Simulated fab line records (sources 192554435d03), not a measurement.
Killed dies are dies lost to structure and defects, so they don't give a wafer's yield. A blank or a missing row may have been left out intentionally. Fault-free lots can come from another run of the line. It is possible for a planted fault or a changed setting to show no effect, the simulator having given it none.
Split-lot study ; flow n5Finfet ; on a route of 1938 steps: 7 lots, 21 wafers read

## ABOUT THE SPLIT
At N5_DUMMY_GATE_COAT_34 (time 60 s, resist thk 60 nm), the setting spinRpm was moved away from the recipe's 1500 rpm on 6 of the 21 wafers read, by -3.7% to +7.1%. The other wafers ran this setting at the recipe's value.

## FROM THE SPLIT TO THE READING: what the file shows between them, 4 steps
- N5_DUMMY_GATE_COAT_35: time 60 s, resist thk 10 nm
- N5_DUMMY_GATE_COAT_28: time 60 s, resist thk 10 nm
- N5_DUMMY_GATE_ETCH_29: etches underlayer in N2/H2, target depth 13 nm
- N5_DUMMY_GATE_ETCH_36: etches SiARC in CF4, target depth 13 nm

## THE READING
etch.depthNm (the simulator's own value, which no gauge read), in nm, at N5_DUMMY_GATE_ETCH_37 (etches SOC in N2/H2, target depth 60 nm, overetch 30 nm). There is no usual value for it anywhere in the file. Across the 15 wafers here that went through the recipe, the average is 60.06 nm and the standard deviation 0.16 nm.

wafer;tool, chamber at the split;spinRpm as run, rpm;against the recipe;etch.depthNm, nm;against lot-mates on the recipe
L079.3;lithoTrack-05, 0;1557;+3.8%;58.88;no lot-mate on the recipe
L079.5;lithoTrack-05, 0;1557;+3.8%;58.93;no lot-mate on the recipe
L079.6;lithoTrack-05, 0;1557;+3.8%;58.97;no lot-mate on the recipe
L081.2;lithoTrack-02, 0;1500;recipe;59.88;-
L081.4;lithoTrack-02, 0;1500;recipe;59.95;-
L081.6;lithoTrack-02, 0;1444;-3.7%;61.13;+1.21
L087.2;lithoTrack-02, 0;1500;recipe;59.94;-
L087.3;lithoTrack-02, 0;1500;recipe;59.99;-
L087.6;lithoTrack-02, 0;1500;recipe;59.85;-
L090.1;lithoTrack-01, 0;1500;recipe;60.29;-
L090.2;lithoTrack-01, 0;1500;recipe;60.4;-
L090.6;lithoTrack-01, 0;1606;+7.1%;58.35;-1.99
L091.1;lithoTrack-02, 0;1500;recipe;59.89;-
L091.4;lithoTrack-02, 0;1500;recipe;60.06;-
L091.5;lithoTrack-02, 0;1500;recipe;60.06;-
L096.3;lithoTrack-05, 0;1500;recipe;60;-
L096.5;lithoTrack-05, 0;1500;recipe;60.05;-
L096.6;lithoTrack-05, 0;1455;-3.0%;60.91;+0.88
L097.3;lithoTrack-05, 0;1500;recipe;60.3;-
L097.4;lithoTrack-05, 0;1500;recipe;60.15;-
L097.5;lithoTrack-05, 0;1500;recipe;60.16;-

THE FIT
A straight line over all 21 wafers: etch.depthNm changes by -0.272 nm for each +1% of spinRpm; r = -0.97; the points scatter about the line by 0.16 nm.
The same after taking each lot's own level away (the mean of its wafers on the recipe; 18 wafers): -0.292 nm for each +1%; r = -0.99; scatter 0.067 nm.
Per that fit: largest spinRpm move, reading shift of 2.1 nm.
From 59.915 to 60.345 nm: that is the span of the lots' own levels, equal to 2.7 times the standard deviation above.
The two slopes are in agreement: the lot-to-lot level therefore moves the slope only a little.
Check: for one of the wafers moved furthest among these (+7.1%), held out of the fit, the line's prediction against its lot-mates is -2.22 nm. It came out at -1.99 nm against them.

## THE WHOLE CHAIN: every reading that the file lists as answering this split, in the file's order
step;what it does;reading;change (the file's fit);r (the file's)
N5_DUMMY_GATE_COAT_34;time 60 s, resist thk 60 nm;SOC_of_DUMMY_GATE_COAT_34.thkNm (the simulator's own value, which no gauge read);-0.292 nm for each +1% of the setting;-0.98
N5_DUMMY_GATE_ETCH_37;etches SOC in N2/H2, target depth 60 nm, overetch 30 nm;etch.depthNm (the simulator's own value, which no gauge read);-0.292 nm for each +1% of the setting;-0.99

## FILE'S OWN FIT
etch.depthNm changes by -0.292 nm for each +1% of spinRpm, r = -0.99.
